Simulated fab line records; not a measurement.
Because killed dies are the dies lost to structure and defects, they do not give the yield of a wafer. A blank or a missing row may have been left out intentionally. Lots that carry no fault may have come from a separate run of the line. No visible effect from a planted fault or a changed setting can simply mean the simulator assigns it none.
fab line records	flow nandHarc
[record] lots = 14	wafers = 42	lastDay = 33
route steps=1302 shown P_ZERO_WELL@12 P_GATE@174
lots that met no fault: taken from a fault-free run of the same line
startH: hours from the record's opening day to when the first of the lot's shown wafers began	waitH: hours from the lot's prior step to this one	" unchanged from the row above	L1.1+2: a row that stands for several wafers	- no value, or no start was given	* or withheld: withheld	< > ~ a bound
route shown NAME@n: NAME is a module with steps in the file, n the number in the route of the first one	usual: the fault-free wafers' mean and standard deviation	same: alike in all rows	chamber/n: place in a boat	sites: the reading at each site	_std_site: how widely they spread, as a standard deviation	_edge_site: the outer-site mean with the inner-site mean subtracted	radiusMm: for every site, how far away it sits from the centre of the wafer	mask NAME#n: copy n	behind: tool/chamber where the wafer was last shaped	hold: why the lot went on hold/how many hours it stayed there/how the hold came to an end	device: transistor that didn't switch, given as n, p or np	end of line: the route-end tests of the same wafers	a step given without rows: its recipe and nothing more	killed: the dies lost at the first sort to structure and to defects; this is not the yield of the wafer	map: a wafer's dies, x killed, . not, _ none there
set.NAME: the setting the step ran with; set.NAME@STEP: the setting that earlier step ran with	model.NAME: the simulator's own value behind a step, which no gauge read
the route's steps for a sample of lots (tables are steps, rows are wafers)
services: the hour from which a tool's chamber was out of use, counted from the record's first day as startH (under 0 if before that day), plus the number of hours and why
[[steps]]
[step NHARC_P_ZERO_WELL_PEB_09]
[recipe] pebTempC = 128	pebTimeS = 80
[usual] chillPlateTempC = 22.98/0.12	exhaustPa = 44.7/0.96	heaterPowerTotalW = 189.7/0.76
lot.wafer	tool	chamber	startH	waitH	chillPlateTempC	exhaustPa	heaterPowerTotalW
L911.2	lithoTrack-05	0	41.03	0.1	22.98	45.5	190.9
L911.4	"	0	"	"	22.93	44.1	189.0
L911.5	"	0	"	"	22.98	43.6	190.3
L912.1	lithoTrack-05	0	51.15	0.1	22.95	45.2	189.7
L912.5	"	0	"	"	22.99	44.9	190.5
L912.6	"	0	"	"	22.85	44.9	189.2
L913.1	lithoTrack-05	0	61.15	0.1	22.89	44.8	190.8
L913.4	"	0	"	"	23.04	44.1	188.6
L913.6	"	0	"	"	23.24	43.8	188.6
L915.3	lithoTrack-05	0	81.04	0.1	23.02	44.8	189.0
L915.5	"	0	"	"	23.07	42.7	190.9
L915.6	"	0	"	"	23.17	43.5	188.6
L917.2	lithoTrack-07	0	101.05	0.1	22.96	43.8	189.1
L917.4	"	0	"	"	22.82	44.0	189.3
L917.5	"	0	"	"	22.98	45.0	188.6
L918.2	lithoTrack-05	0	111.15	0.1	22.80	44.6	190.9
L918.4	"	0	"	"	22.90	44.5	188.7
L918.6	"	0	"	"	22.78	44.9	190.6
L919.1	lithoTrack-02	0	121.03	0.1	23.01	45.3	189.9
L919.2	"	0	"	"	23.07	45.5	189.1
L919.4	"	0	"	"	23.15	46.6	190.9
L920.3	lithoTrack-05	0	131.16	0.1	22.92	44.7	190.0
L920.4	"	0	"	"	23.15	43.7	189.3
L920.6	"	0	"	"	22.95	43.9	189.7
L921.1	lithoTrack-05	0	141.17	0.1	22.88	44.2	190.1
L921.2	"	0	"	"	22.89	43.6	190.8
L921.6	"	0	"	"	22.87	43.8	188.6
L922.2	lithoTrack-07	-	151.16	0.1	-	-	-
L922.3	"	-	"	"	-	-	-
L922.6	"	-	"	"	-	-	-
L923.2	lithoTrack-05	-	161.16	0.1	-	-	-
L923.4	"	-	"	"	-	-	-
L923.5	"	-	"	"	-	-	-
L926.2	lithoTrack-05	0	191.03	0.1	22.96	44.8	190.7
L926.4	"	0	"	"	23.01	43.5	189.7
L926.6	"	0	"	"	22.91	44.5	189.9
L930.3	lithoTrack-07	0	231.05	0.1	22.98	45.6	189.6
L930.5	"	0	"	"	22.98	44.4	190.8
L930.6	"	0	"	"	22.99	43.7	190.8
L931.4	lithoTrack-05	0	241.07	0.0	23.15	46.6	188.6
L931.5	"	0	"	"	23.16	44.8	188.5
L931.6	"	0	"	"	22.97	45.5	189.1
[step NHARC_P_ZERO_WELL_DESCUM_54]
[recipe] timeS = 3	o2FlowSccm = 200	arFlowSccm = 0	biasPowerW = 0	chemistry = O2
[usual] drypumpMotorCurrentA = 5.5/0.41	oesProductAu = 1.003/0.011	rfVppV = 57.8/0.8	showerheadPlenumPTorr = 1.93/0.079	throttleValvePct = 11.311/0.0088
lot.wafer	tool	chamber	startH	waitH	drypumpMotorCurrentA	oesProductAu	rfHoursCounterH	rfVppV	showerheadPlenumPTorr	throttleValvePct
L911.2	rieDiel-08	0	45.83	-	5.6	0.990	8	57.7	1.98	11.326
L911.4	"	3	"	"	5.0	1.007	-	58.9	1.99	11.307
L911.5	"	0	"	"	5.6	1.014	-	59.6	1.98	11.298
L912.1	rieDiel-09	2	56.21	-	5.5	1.008	25	56.6	2.00	11.318
L912.5	"	0	"	"	5.7	0.996	-	57.8	1.91	11.314
L912.6	"	1	"	"	5.7	0.993	-	56.8	1.93	11.315
L913.1	rieDiel-03	1	65.77	-	6.1	1.010	49	56.8	1.92	11.325
L913.4	"	2	"	"	4.8	1.009	49	57.4	1.90	11.305
L913.6	"	3	"	"	5.6	1.010	-	58.1	1.78	11.301
L915.3	rieDiel-08	3	85.91	-	5.0	1.001	19	59.0	1.98	11.311
L915.5	"	3	"	"	5.0	0.996	-	59.0	1.98	11.311
L915.6	"	0	"	"	5.6	0.998	-	57.7	1.98	11.302
L917.4	rieDiel-08	0	106.05	-	5.6	0.996	25	58.2	1.98	11.319
L917.2	"	3	"	"	5.0	0.999	26	58.4	1.98	11.303
L917.5	"	1	"	"	5.6	1.000	-	59.1	2.07	11.304
L918.2	rieDiel-09	3	117.24	-	6.6	0.999	50	57.1	1.95	11.314
L918.4	"	0	"	"	5.8	0.980	44	58.9	1.91	11.332
L918.6	"	2	"	"	5.5	1.002	-	57.7	1.99	11.312
L919.4	rieDiel-08	3	125.98	-	5.0	1.005	31	56.9	1.98	11.305
L919.2	"	0	"	"	5.6	1.011	31	57.8	1.98	11.319
L919.1	"	1	"	"	5.6	1.005	31	58.3	2.07	11.328
L920.4	rieDiel-03	0	135.95	-	5.3	1.006	7	56.8	1.89	11.318
L920.3	"	2	"	"	4.8	0.997	5	57.2	1.90	11.306
L920.6	"	0	"	"	5.3	1.008	-	58.9	1.89	11.324
L921.1	rieDiel-03	2	146.13	-	4.8	0.994	9	57.4	1.90	11.312
L921.2	"	3	"	"	5.6	1.024	11	59.0	1.78	11.308
L921.6	"	1	"	"	6.1	1.027	-	58.2	1.91	11.307
L922.3	rieDiel-08	2	156.04	-	5.7	0.996	24	58.2	1.84	11.309
L922.2	"	3	"	"	5.0	1.009	42	57.7	1.97	11.312
L922.6	"	1	"	"	5.6	1.002	-	58.6	2.06	11.311
L923.4	rieDiel-09	0	167.23	-	5.8	0.984	6	55.7	1.90	11.306
L923.2	"	2	"	"	5.5	0.996	6	58.7	1.99	11.311
L923.5	"	1	"	"	5.7	0.986	-	58.9	1.92	11.311
L926.2	rieDiel-03	2	198.57	-	4.8	1.004	25	57.3	1.89	11.320
L926.6	"	0	"	"	5.3	1.014	-	58.6	1.88	11.321
L926.4	"	2	"	"	4.8	0.992	-	58.9	1.89	11.319
L930.3	rieDiel-09	2	235.82	-	5.4	0.991	26	59.1	1.98	11.315
L930.5	"	1	"	"	5.7	0.985	-	57.7	1.91	11.304
L930.6	"	2	"	"	5.5	1.000	-	58.8	1.98	11.317
L931.4	rieDiel-03	2	246.84	-	4.8	0.987	42	56.6	1.88	11.312
L931.5	"	3	"	"	5.6	1.021	-	57.2	1.77	11.309
L931.6	"	0	"	"	5.3	1.018	-	57.8	1.87	11.322
[step NHARC_P_GATE_STRIP_111]
[recipe] powerW = 1500	tempC = 110	timeS = 250	chemistry = N2/H2
[usual] drypumpMotorCurrentA = 5.72/0.26	heaterPowerW = 87.5/2.8
lot.wafer	tool	chamber	startH	waitH	drypumpMotorCurrentA	heaterPowerW	rfHoursCounterH
L911.2	plasmaAsher-02	0	127.77	0.2	5.42	88.3	9
L911.4	"	0	"	"	5.43	85.0	-
L911.5	"	1	"	"	5.99	83.8	-
L912.1	plasmaAsher-02	0	145.45	0.2	5.38	89.0	12
L912.5	"	0	"	"	5.41	88.6	-
L912.6	"	1	"	"	5.97	84.1	-
L913.1	plasmaAsher-02	0	149.53	0.3	5.38	89.6	14
L913.4	"	0	"	"	5.41	88.2	-
L913.6	"	0	"	"	5.41	86.7	-
L915.3	plasmaAsher-02	0	168.99	0.2	5.38	89.4	-
L915.6	"	0	"	"	5.41	88.6	-
L915.5	"	1	"	"	5.99	82.0	-
L917.2	plasmaAsher-01	1	197.61	0.2	5.98	86.5	5
L917.4	"	0	"	"	5.52	88.2	-
L917.5	"	1	"	"	5.97	88.6	-
L918.2	plasmaAsher-01	1	202.02	0.2	5.96	89.6	5
L918.4	"	0	"	"	5.51	88.4	-
L918.6	"	1	"	"	5.97	90.2	-
L919.1	plasmaAsher-01	1	215.60	0.2	5.97	86.5	8
L919.2	"	0	"	"	5.50	88.7	8
L919.4	"	1	"	"	5.97	89.7	-
L920.3	plasmaAsher-01	0	216.17	0.2	5.52	89.6	-
L920.4	"	1	"	"	6.00	87.8	-
L920.6	"	1	"	"	5.98	91.2	-
L921.2	plasmaAsher-01	1	224.81	0.2	5.97	90.4	10
L921.1	"	0	"	"	5.53	90.9	10
L921.6	"	0	"	"	5.50	88.0	-
L926.2	plasmaAsher-02	1	280.29	0.2	5.97	83.8	5
L926.4	"	0	"	"	5.43	90.4	-
L926.6	"	0	"	"	5.42	91.5	-
L930.3	plasmaAsher-01	0	325.24	0.3	5.50	86.7	-
L930.6	"	1	"	"	5.99	90.2	-
L930.5	"	0	"	"	5.49	87.1	-
L931.4	plasmaAsher-01	1	333.05	0.3	5.98	88.3	-
L931.5	"	0	"	"	5.53	90.3	-
L931.6	"	1	"	"	5.97	89.8	-
[step NHARC_P_GATE_STRIP_76]
[recipe] powerW = 1500	tempC = 250	chemistry = O2
[usual] drypumpMotorCurrentA = 5.72/0.26	heaterPowerW = 327/10
lot.wafer	tool	chamber	startH	waitH	drypumpMotorCurrentA	heaterPowerW	rfHoursCounterH
L911.2	plasmaAsher-01	1	129.67	0.2	5.95	330	28
L911.4	"	1	"	"	5.96	327	-
L911.5	"	1	"	"	5.97	329	-
L912.1	plasmaAsher-02	1	147.49	0.2	6.00	310	13
L912.5	"	1	"	"	5.99	315	-
L912.6	"	0	"	"	5.41	336	-
L913.1	plasmaAsher-01	1	151.55	0.2	5.95	332	33
L913.4	"	0	"	"	5.50	334	-
L913.6	"	1	"	"	5.98	334	-
L915.3	plasmaAsher-02	0	171.17	0.1	5.45	328	-
L915.5	"	1	"	"	5.97	316	-
L915.6	"	0	"	"	5.41	335	-
L917.2	plasmaAsher-02	1	199.58	0.2	5.98	298	25
L917.4	"	0	"	"	5.43	336	-
L917.5	"	1	"	"	5.97	314	-
L918.2	plasmaAsher-01	0	204.04	0.2	5.52	336	6
L918.4	"	1	"	"	5.99	335	-
L918.6	"	0	"	"	5.51	340	-
L919.1	plasmaAsher-02	1	217.49	0.2	5.97	309	28
L919.2	"	0	"	"	5.43	330	28
L919.4	"	0	"	"	5.42	323	-
L920.4	plasmaAsher-02	0	218.02	0.2	5.39	326	-
L920.3	"	1	"	"	5.97	308	-
L920.6	"	0	"	"	5.40	330	-
L921.1	plasmaAsher-02	0	226.83	0.2	5.42	323	31
L921.2	"	1	"	"	5.97	316	31
L921.6	"	1	"	"	5.98	306	-
L926.2	plasmaAsher-02	0	282.32	0.2	5.39	333	6
L926.4	"	1	"	"	5.97	299	-
L926.6	"	1	"	"	5.98	317	-
L930.3	plasmaAsher-02	1	327.02	0.1	5.99	316	-
L930.6	"	0	"	"	5.40	336	-
L930.5	"	1	"	"	6.00	317	-
L931.4	plasmaAsher-01	1	334.80	0.2	5.98	332	-
L931.5	"	1	"	"	5.98	331	-
L931.6	"	0	"	"	5.52	328	-
[[services]]
tool	chamber	startH	hours	kind
plasmaAsher-02	-	36.43	9.2	repair
plasmaAsher-02	-	72.00	9.0	pm
lithoTrack-07	-	76.00	7.0	pm
rieDiel-03	1	99.38	11.3	repair
rieDiel-03	-	104.56	9.0	pm
rieDiel-03	2	120.30	5.3	repair
lithoTrack-05	-	124.00	7.0	pm
plasmaAsher-01	-	144.21	4.3	repair
rieDiel-09	-	144.42	9.0	pm
rieDiel-03	2	158.83	4.5	repair
plasmaAsher-01	-	165.05	9.0	pm
rieDiel-08	1	167.67	7.6	repair
rieDiel-08	-	183.59	1.6	repair
rieDiel-08	-	191.20	9.0	pm
rieDiel-03	1	192.97	16.2	repair
rieDiel-09	1	225.39	4.6	repair
rieDiel-09	-	239.67	0.2	repair
plasmaAsher-02	-	249.00	9.0	pm
rieDiel-03	-	281.56	9.0	pm
rieDiel-03	0	294.78	38.2	repair
lithoTrack-05	-	299.00	7.0	pm
rieDiel-03	3	303.46	1.5	repair
rieDiel-09	0	317.77	5.8	repair
rieDiel-09	-	322.47	9.0	pm
[[key]]
[firstSign] step = NHARC_P_ZERO_WELL_PEB_09	reading = toolRecord	direction = missing
effect none on later readings
metAt NHARC_P_ZERO_WELL_PEB_09
struckLots L922,L923
laterRowsLeftOut L922.2,L922.3,L922.6,L923.2,L923.4,L923.5
sortLeftOut L922.2,L922.3,L922.6,L923.2,L923.4,L923.5
testerLeftOut L922,L923
notActingAt NHARC_P_ZERO_WELL_DESCUM_54,NHARC_P_GATE_STRIP_111,NHARC_P_GATE_STRIP_76
onsetBetween 141.17 151.16
[fault] kind = skippedStepWhole	tool = lithoTrack-05,lithoTrack-07	chamber = -	onsetH = 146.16	steps = NHARC_P_ZERO_WELL_PEB_09	scope = struckLotsOnly
// testerLeftOut: of these lots the tester's yield and bins aren't shown, on N5 and GAA mostly nor the transistor test; their killed dies are dies lost to structure and defects alone, not to doping, threshold or leakage, so they don't give the yield
// sortLeftOut: the simulated sort isn't trusted on such a fault, so these wafers' sort isn't shown, and their yield isn't known
// laterRowsLeftOut: the simulator's readings of these wafers behind a module that went badly wrong aren't trusted and aren't shown, but for the sort
